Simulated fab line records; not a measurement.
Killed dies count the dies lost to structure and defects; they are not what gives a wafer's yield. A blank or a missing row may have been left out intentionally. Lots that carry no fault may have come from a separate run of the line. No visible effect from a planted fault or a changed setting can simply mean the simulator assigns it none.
fab line records	flow nandHarc
record lots=7	wafers=19	lastDay=32
route steps=1302 shown A_STAIRCASE@724 END@1302
lots untouched by any fault: they come from a run of this same line in which no faults occurred
startH: start of the lot's first displayed wafer, in hours after the record's first day	waitH: time in hours since the lot's previous step	" as in the row above	L1.1+2: a row that stands for several wafers	- no value present, or no start provided	* or withheld: withheld	< > ~ a bound
route shown NAME@n: a module of which the file shows steps, and the number in the route of the first	usual: average and standard deviation across the fault-free wafers	same: alike in all rows	chamber/n: place in a boat	sites: readings site by site	_std_site: standard deviation across them	_edge_site: mean of outer sites minus mean of inner sites	radiusMm: how far each site lies from the wafer's centre	mask NAME#n: copy n	behind: the tool/chamber that last shaped the wafer	hold: the reason the lot was held/the length of the hold in hours/how it ended	device: whichever transistor did not switch (one of n, p or np)	end of line: tests run on the same wafers once the route is complete	step lacking rows: just its recipe	killed: not the wafer's yield, but the dies lost to structure and defects at the first sort	map: a wafer's dies, x killed, . not, _ none there
set.NAME: the setting as run; set.NAME@STEP: as run at that earlier step	model.NAME: the simulator's own value behind a step, which no gauge read
a table for each step, a row for each wafer; lots at some steps of the route
services: when a tool's chamber went out of use (startH, in hours from the record's first day, below 0 if earlier), for how many hours, and the reason
## steps
# step NHARC_A_STAIRCASE_HMDS_210
# recipe timeS=30
# step NHARC_A_STAIRCASE_COAT_211
# recipe spinRpm=1200
# step NHARC_A_STAIRCASE_SOFTBAKE_212
# recipe tempC=135	timeS=170
# step NHARC_A_STAIRCASE_EBR_213
# step NHARC_A_STAIRCASE_EXPOSE_214
# recipe na=0.5	doseMj=31.26	maskId=STAIR_3
# step NHARC_A_STAIRCASE_PEB_215
# recipe pebTempC=115	pebTimeS=130
# step NHARC_A_STAIRCASE_DEVELOP_216
# recipe timeS=140
# step NHARC_A_STAIRCASE_HARDBAKE_218
# recipe tempC=120	timeS=140
# step NHARC_A_STAIRCASE_DESCUM_219
# recipe timeS=3	o2FlowSccm=200	arFlowSccm=0	biasPowerW=0	chemistry=O2
# usual drypumpMotorCurrentA=5.6/0.38	oesProductAu=1.001/0.0075	rfVppV=57.7/0.96	showerheadPlenumPTorr=1.90/0.087	throttleValvePct=11.310/0.009
lot.wafer	tool	chamber	startH	waitH	drypumpMotorCurrentA	oesProductAu	rfHoursCounterH	rfVppV	showerheadPlenumPTorr	throttleValvePct
L271.3	rieDiel-04	1	385.33	-	5.8	0.991	5	58.3	1.96	11.302
L271.2	"	0	"	"	5.4	0.998	6	57.5	1.88	11.320
L271.6	"	2	"	"	5.4	0.999	-	59.4	1.95	11.315
L278.2	rieDiel-09	2	446.02	-	5.6	1.011	34	57.9	1.84	11.312
L278.1	"	1	"	"	5.4	0.998	37	58.2	1.99	11.320
L278.5	"	2	"	"	5.6	0.997	-	56.7	1.84	11.315
L280.2	rieDiel-09	1	468.10	-	5.4	1.007	42	58.5	1.99	11.317
L280.6	"	0	"	"	5.2	1.002	-	58.3	1.88	11.317
L280.5	"	1	"	"	5.4	1.012	-	56.4	1.99	11.312
L279.1	rieDiel-09	2	468.37	-	5.6	1.009	40	56.6	1.84	11.312
L279.4	"	0	"	"	5.2	1.000	48	58.2	1.87	11.312
L281.4	rieDiel-09	3	474.45	-	5.3	0.992	53	57.5	1.98	11.321
L281.1	"	1	"	"	5.4	1.008	44	57.8	1.99	11.328
L289.3	rieDiel-01	0	555.90	-	5.8	0.997	60	57.6	1.76	11.307
L289.2	"	2	"	"	5.5	0.995	60	57.3	1.94	11.312
L289.6	"	1	"	"	5.2	1.001	-	56.4	1.78	11.308
L291.1	rieDiel-04	0	577.32	-	5.4	0.988	13	58.8	1.86	11.288
L291.3	"	3	"	"	6.3	0.998	-	57.3	2.05	11.312
L291.5	"	3	"	"	6.3	0.996	-	57.9	2.05	11.306
# step NHARC_A_STAIRCASE_TRIM_220
# recipe timeS=211.2	o2FlowSccm=500	arFlowSccm=0	biasW=0	chemistry=O2
# usual drypumpMotorCurrentA=5.6/0.38	oesProductAu=1.002/0.0075	rfVppV=57.7/0.88	showerheadPlenumPTorr=3.51/0.15	throttleValvePct=17.036/0.0084
lot.wafer	tool	chamber	startH	waitH	drypumpMotorCurrentA	oesProductAu	rfHoursCounterH	rfVppV	showerheadPlenumPTorr	throttleValvePct
L271.2	rieDiel-04	3	385.43	0.1	6.3	0.994	6	59.0	3.80	17.049
L271.3	"	0	"	"	5.4	1.004	6	57.8	3.47	17.028
L271.6	"	3	"	"	6.3	0.992	-	57.5	3.80	17.035
L278.2	rieDiel-09	1	446.10	0.1	5.4	1.010	37	57.4	3.66	17.031
L278.1	"	3	"	"	5.3	1.001	45	58.4	3.66	17.033
L278.5	"	1	"	"	5.4	1.011	-	58.9	3.66	17.031
L280.2	rieDiel-09	3	468.22	0.1	5.3	1.006	51	58.0	3.65	17.032
L280.6	"	0	"	"	5.2	0.992	-	56.9	3.46	17.032
L280.5	"	1	"	"	5.4	0.997	-	57.9	3.66	17.026
L279.4	rieDiel-09	0	468.51	0.1	5.2	0.995	48	55.6	3.46	17.025
L279.1	"	3	"	"	5.4	1.011	51	58.6	3.65	17.040
L281.1	rieDiel-09	1	474.55	0.1	5.4	1.002	44	58.4	3.66	17.036
L281.4	"	2	"	"	5.6	1.011	42	56.1	3.40	17.036
L289.3	rieDiel-01	1	555.99	0.1	5.2	0.994	64	57.1	3.29	17.048
L289.2	"	2	"	"	5.5	0.990	60	58.1	3.57	17.039
L289.6	"	1	"	"	5.3	0.999	-	56.6	3.29	17.038
L291.1	rieDiel-04	0	577.47	0.1	5.4	1.003	13	58.6	3.43	17.042
L291.3	"	3	"	"	6.3	1.000	-	58.9	3.76	17.023
L291.5	"	0	"	"	5.4	0.996	-	57.2	3.43	17.037
# step NHARC_A_STAIRCASE_ETCH_221
# recipe targetDepthA=1000	timeS=40.5	ionEnergyEv=400	c4f8FlowSccm=20	o2FlowSccm=10	arFlowSccm=withheld	rfW=600	biasW=1000	chemistry=C4F8/O2
# usual oesProductAu=0.942/0.013	rfVppV=895/5.4
lot.wafer	tool	chamber	startH	waitH	oesProductAu	rfHoursCounterH	rfVppV
L271.2	rieDiel-04	2	-	-	0.921	6	898
L271.3	"	0	"	"	0.931	6	895
L271.6	"	1	"	"	0.944	-	899
L278.1	rieDiel-09	1	-	-	0.944	37	900
L278.2	"	3	"	"	0.956	45	902
L278.5	"	1	"	"	0.952	-	901
L280.2	rieDiel-09	2	-	-	0.981	40	892
L280.5	"	0	"	"	0.947	-	894
L280.6	"	1	"	"	0.955	-	901
L279.1	rieDiel-09	2	-	-	0.945	40	891
L279.4	"	1	"	"	0.934	42	902
L281.1	rieDiel-09	1	-	-	0.957	44	901
L281.4	"	2	"	"	0.978	42	890
L289.2	rieDiel-01	3	-	-	0.926	57	887
L289.3	"	2	"	"	0.937	60	898
L289.6	"	0	"	"	0.933	-	886
L291.1	rieDiel-04	3	-	-	0.937	15	905
L291.3	"	0	"	"	0.919	-	892
L291.5	"	3	"	"	0.944	-	904
# step NHARC_A_STAIRCASE_TRIM_222
# recipe timeS=211.2	o2FlowSccm=500	arFlowSccm=0	biasW=0	chemistry=O2
# usual drypumpMotorCurrentA=5.6/0.38	oesProductAu=1.002/0.0084	rfVppV=57.7/0.91	showerheadPlenumPTorr=3.51/0.15	throttleValvePct=17.038/0.0097
lot.wafer	tool	chamber	startH	waitH	drypumpMotorCurrentA	oesProductAu	rfHoursCounterH	rfVppV	showerheadPlenumPTorr	throttleValvePct
L271.2	rieDiel-04	0	385.71	-	5.4	0.995	6	57.4	3.47	17.052
L271.3	"	1	"	"	5.8	1.003	5	58.8	3.61	17.036
L271.6	"	2	"	"	5.4	0.991	-	57.6	3.59	17.026
L278.1	rieDiel-09	2	446.33	-	5.6	0.994	34	57.0	3.41	17.047
L278.2	"	3	"	"	5.3	1.006	45	58.2	3.66	17.035
L278.5	"	2	"	"	5.6	1.008	-	56.9	3.41	17.047
L280.2	rieDiel-09	3	468.44	-	5.4	1.002	51	57.4	3.65	17.045
L280.6	"	2	"	"	5.6	1.001	-	56.3	3.40	17.041
L280.5	"	3	"	"	5.3	1.216	-	58.0	3.65	17.043
L279.4	rieDiel-09	2	468.79	-	5.6	1.011	40	56.7	3.40	17.041
L279.1	"	0	"	"	5.2	1.206	48	57.9	3.46	17.050
L281.1	rieDiel-09	0	474.78	-	5.2	1.206	50	58.8	3.46	17.042
L281.4	"	2	"	"	5.6	1.010	42	56.9	3.40	17.039
L289.2	rieDiel-01	0	556.26	-	5.8	1.001	61	57.6	3.27	17.037
L289.3	"	3	"	"	6.6	0.998	57	57.7	3.33	17.031
L289.6	"	0	"	"	5.9	1.000	-	56.0	3.27	17.030
L291.1	rieDiel-04	3	577.81	-	6.3	1.007	15	58.5	3.76	17.055
L291.3	"	3	"	"	6.3	1.009	-	57.3	3.76	17.031
L291.5	"	0	"	"	5.4	0.996	-	56.6	3.43	17.048
# step NHARC_A_STAIRCASE_ETCH_223
# recipe targetDepthA=1000	timeS=40.5	ionEnergyEv=400	c4f8FlowSccm=20	o2FlowSccm=10	arFlowSccm=withheld	rfW=600	biasW=1000	chemistry=C4F8/O2
# usual oesProductAu=0.944/0.01	rfVppV=895/5.4
lot.wafer	tool	chamber	startH	waitH	oesProductAu	rfHoursCounterH	rfVppV
L271.2	rieDiel-04	2	-	-	0.932	6	899
L271.3	"	1	"	"	0.939	5	897
L271.6	"	2	"	"	0.929	-	899
L278.1	rieDiel-09	2	-	-	0.942	34	890
L278.2	"	3	"	"	0.948	45	900
L278.5	"	1	"	"	0.948	-	900
L280.2	rieDiel-09	1	-	-	0.945	42	903
L280.6	"	0	"	"	0.932	-	894
L280.5	"	1	"	"	0.938	-	901
L279.4	rieDiel-09	1	-	-	0.943	43	902
L279.1	"	3	"	"	0.957	52	901
L281.4	rieDiel-09	0	-	-	0.945	50	893
L281.1	"	3	"	"	0.956	53	901
L289.2	rieDiel-01	0	-	-	0.939	61	888
L289.3	"	1	"	"	0.943	64	887
L289.6	"	2	"	"	0.925	-	897
L291.1	rieDiel-04	3	-	-	0.942	15	905
L291.3	"	3	"	"	0.945	-	904
L291.5	"	0	"	"	0.932	-	893
# step NHARC_END_SORT_01
# recipe tempC=25
# usual killedAtArray=56/20	killedAtOther=1/1.3	killedAtPeriphery=3.5/2.7	killedDies=60/20	killedOpen=3.3/1.6	killedShort=2.4/1.5
# same grossDies=677
lot.wafer	tool	chamber	startH	waitH	killedAtArray	killedAtOther	killedAtPeriphery	killedDies	killedOpen	killedShort
L278.1	prober-02	0	647.23	2.5	59	1	1	61	2	2
L278.2	prober-02	0	648.04	2.8	57	0	3	60	2	1
L278.5	prober-02	0	650.45	3.7	50	0	3	53	1	4
L279.1	prober-02	0	655.26	2.5	663	2	1	666	6	2
L280.5	prober-01	0	658.45	3.7	664	2	3	669	1	5
L281.1	prober-02	0	677.61	2.5	657	2	4	663	2	3
L281.4	prober-02	0	680.00	3.4	43	0	6	49	1	1
# killed by level:class
L278.1 A_SLIT:chamberFilmFlake=23 A_CHANNEL_HOLE_D2:chamberFilmFlake=13 A_CHANNEL_HOLE_D1:chamberFilmFlake=9 A_CONTACT:chamberFilmFlake=7 A_CHANNEL_FILL_D1:chamberFilmFlake=2 A_STAIRCASE:chamberFilmFlake=2 A_CHANNEL_HOLE_D1:geometricParticle:short=1 A_CHANNEL_FILL_D2:geometricParticle:open=1
L278.2 A_SLIT:chamberFilmFlake=24 A_CHANNEL_HOLE_D2:chamberFilmFlake=19 A_CHANNEL_HOLE_D1:chamberFilmFlake=4 P_BONDPAD:chamberFilmFlake=3 A_CONTACT:chamberFilmFlake=3 A_STAIRCASE:chamberFilmFlake=2 A_WL_FILL:chamberFilmFlake=2 A_CHANNEL_FILL_D1:geometricParticle:open=1
L278.5 A_SLIT:chamberFilmFlake=25 A_CHANNEL_HOLE_D2:chamberFilmFlake=9 P_BONDPAD:chamberFilmFlake=3 A_CHANNEL_FILL_D1:chamberFilmFlake=3 A_CHANNEL_FILL_D1:geometricParticle:short=2 A_CHANNEL_HOLE_D1:chamberFilmFlake=2 A_STAIRCASE:chamberFilmFlake=2 A_CHANNEL_HOLE_D1:geometricParticle:short=1
L279.1 A_STAIRCASE:areaTrim=611 A_SLIT:chamberFilmFlake=35 A_CHANNEL_HOLE_D2:chamberFilmFlake=4 A_CHANNEL_HOLE_D1:chamberFilmFlake=2 A_CHANNEL_HOLE_D2:unspecified=2 A_ONON_D1:geometricParticle:open=1 A_CHANNEL_FILL_D1:geometricParticle:open=1 A_CHANNEL_FILL_D1:geometricParticle:short=1
L280.5 A_STAIRCASE:areaTrim=616 A_CHANNEL_HOLE_D2:chamberFilmFlake=20 A_CHANNEL_HOLE_D1:chamberFilmFlake=19 A_SGD_CUT:geometricParticle:short=2 A_STAIRCASE:chamberFilmFlake=2 THIN_TSV:chamberFilmFlake=2 P_M1:geometricParticle:short=1 A_CHANNEL_HOLE_D1:geometricParticle:open=1
L281.1 A_STAIRCASE:areaTrim=596 A_CHANNEL_HOLE_D1:chamberFilmFlake=37 A_CHANNEL_HOLE_D2:chamberFilmFlake=15 P_CONTACT:chamberFilmFlake=2 A_STAIRCASE:chamberFilmFlake=2 A_CONTACT:chamberFilmFlake=2 P_M0:geometricParticle:open=1 A_DECK1_JOINT:geometricParticle:short=1
L281.4 A_CHANNEL_HOLE_D1:chamberFilmFlake=21 A_CHANNEL_HOLE_D2:chamberFilmFlake=14 P_M1:chamberFilmFlake=5 A_CONTACT:chamberFilmFlake=3 A_WL_FILL:geometricParticle:open=1 A_M0:geometricParticle:short=1 P_ZERO_WELL:chamberFilmFlake=1 A_DECK1_JOINT:chamberFilmFlake=1
# map L279.1 (x killed, . not)
____________x____________
_________xxxxxxx_________
_______xxxxxxxxxxx_______
______xxxxxxxxxxxxx______
_____xxxxxxxxxxxxxxx_____
____xxxxxxxxxxxxxxxxx____
____xxxxxxxxxxxxxxxxx____
___xxxxxxxxxxxxxxxxxxx___
___xxxxxxxxxxxxxxxxxxx___
__xxxxxxxxxxxxxxxxxxxxx__
__xxxxxxxxxxxxxxxxxxxxx__
_xxxxxxxxxxxxxxxxxxxxxxx_
_xxxxxxxxxxx.xxxxxxxxxxx_
_xxxxxxxxxxxxxxxxxxxxxxx_
_xxxxxxxxxxx.xxxxxxxxxxx_
_xxxxxxxxxxxx.xxxxxxxxxx_
xxxxxxxxxxxxxxxxxxxxxxxxx
xxxxxxxxxxxxx.x.xxxxxxxxx
xxxxxxxxxxxxxxxxxx.xxxxxx
xxxxxxxxxx.xxxxxxxxxxxxxx
xxxxxxxx.xxxxxxxxxxxxxxxx
_xxxxxxxxxxxxxxxxxxxxxxx_
_xxxxxxxxxxxxxxxxxxxxxxx_
_xxxxxxxxxxxxxxxxxxxxxxx_
_xxxxxxxxxxxx..xxxxxxxxx_
_xxxxxxxxxxxxxxxxxxxxxxx_
__xxxxxxxxxxxxxxxxxxxxx__
__xxxxxxxxxxxxxxxxxxxxx__
___xxxxxxxxxxxxxxxxxxx___
___xxxxxxxxxx.xxxxxxxx___
____xxxxxxxxxxxxxxxxx____
____xxxxxxxxxxxxxxxxx____
_____xxxxxxxxxxxxxxx_____
______xxxxxxxxxxxxx______
_______xxxxxxxxxxx_______
_________xxxxxxx_________
____________x____________
# map L280.5 (x killed, . not)
____________x____________
_________xx.xxxx_________
_______xxxxx.xxxxx_______
______.xxxxxxxxxxxx______
_____xxxxxxxxxxx.xxx_____
____xxxxxxxxxxxxxxxxx____
____xxxxxxxxxxxxxxxxx____
___.xxxxxxxxxxxxxxxxxx___
___xxxxxxxxxxxxxxxxxxx___
__xxxxxxxxxxxxxxxxxxxxx__
__xxxxxxxxxxxxxxxxxxxxx__
_xxxxxxxxxxxxxxxxxxxxxxx_
_xxxxxxxxxxxxxxxxxxxxxxx_
_xxxxxxxxxxxxxxxxxxxxxxx_
_xxxxxxxxxxxxxxxxxxxxxx._
_xxxxxxxxxxxxxxxxxxxxxxx_
xxxxxxxxxxxxxxxxxxxxxxxxx
xxxxxxxxxxxxxxxxxxxxxxxxx
xxxxxxxxxxxxxxxxxxxxxxxxx
xxxxxxxxxxxxxxxxxxxxxxxxx
xxxxxxxxxxxxxxxxxxxxxxxxx
_xxxxxxxxxxxxxxxxxxxxxxx_
_xxxxxxxxxxxxxxxxxxxxxxx_
_xxxxxxxxxxxxxxxxxxxxxx._
_xxxxxxxxxxxxxxxxxxxxxxx_
_xxxxxxxxxxxxxxxxxxxxxxx_
__xxxxxxxxxxxxxxxxxxxxx__
__xxxxxxxxxxxxxxxxxxxxx__
___xxxxxxxxxxxxxxxxxxx___
___xxxxxxxxxxxxxxxxxxx___
____xxxxxxxxxxxxxxxxx____
____xxxxxxxxxxxxxxxxx____
_____.xxxxxxxxxxxxxx_____
______xxxxxxxxxxxxx______
_______xxxxxxxxxxx_______
_________xxxxxxx_________
____________x____________
## services
tool	chamber	startH	hours	kind
rieDiel-09	0	380.47	-	clean
rieDiel-09	1	380.47	-	clean
rieDiel-09	2	380.47	-	clean
rieDiel-09	3	380.47	-	clean
rieDiel-01	-	380.94	9.0	pm
rieDiel-09	0	389.58	2.6	repair
rieDiel-09	0	404.97	-	clean
rieDiel-09	1	404.97	-	clean
rieDiel-09	2	404.97	-	clean
rieDiel-09	3	404.97	-	clean
rieDiel-09	2	405.13	8.3	repair
rieDiel-04	2	405.71	3.7	repair
rieDiel-04	1	426.06	9.2	repair
rieDiel-09	0	429.47	-	clean
rieDiel-09	1	429.47	-	clean
rieDiel-09	2	429.47	-	clean
rieDiel-04	1	445.58	4.4	repair
rieDiel-04	0	460.20	10.4	repair
rieDiel-09	-	497.23	9.0	pm
rieDiel-09	1	509.63	3.2	repair
rieDiel-04	-	532.73	9.0	pm
rieDiel-01	-	558.05	9.0	pm
rieDiel-04	2	567.01	34.5	repair
rieDiel-09	-	568.36	2.1	repair
## key
firstSign step=NHARC_A_STAIRCASE_TRIM_222	reading=oesProductAu	direction=up	sigmas=25	usual=1.002	struck=1.209
effect step=NHARC_END_SORT_01	reading=killedAtArray	direction=up	sigmas=31	usual=56	struck=661
moreKillsBornAt NHARC_A_STAIRCASE_TRIM_222@rieDiel-09=1823
metAt NHARC_A_STAIRCASE_TRIM_222
struckWafers L279.1,L280.5,L281.1
laterRowsLeftOut L279.1,L280.5,L281.1
testerLeftOut L279,L280,L281
onsetBetween 446.33 468.44
fault kind=processParameterDrift	tool=rieDiel-09	chamber=-	onsetH=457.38	steps=NHARC_A_STAIRCASE_TRIM_222	channel=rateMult	offset=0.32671	shape=step	endH=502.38	scope=struckWafersOnly
# testerLeftOut: of these lots the tester's yield and bins aren't shown, on N5 and GAA mostly nor the transistor test; their killed dies are dies lost to structure and defects alone, not to doping, threshold or leakage, so they don't give the yield
# laterRowsLeftOut: the simulator's readings of these wafers behind a module that went badly wrong aren't trusted and aren't shown, but for the sort
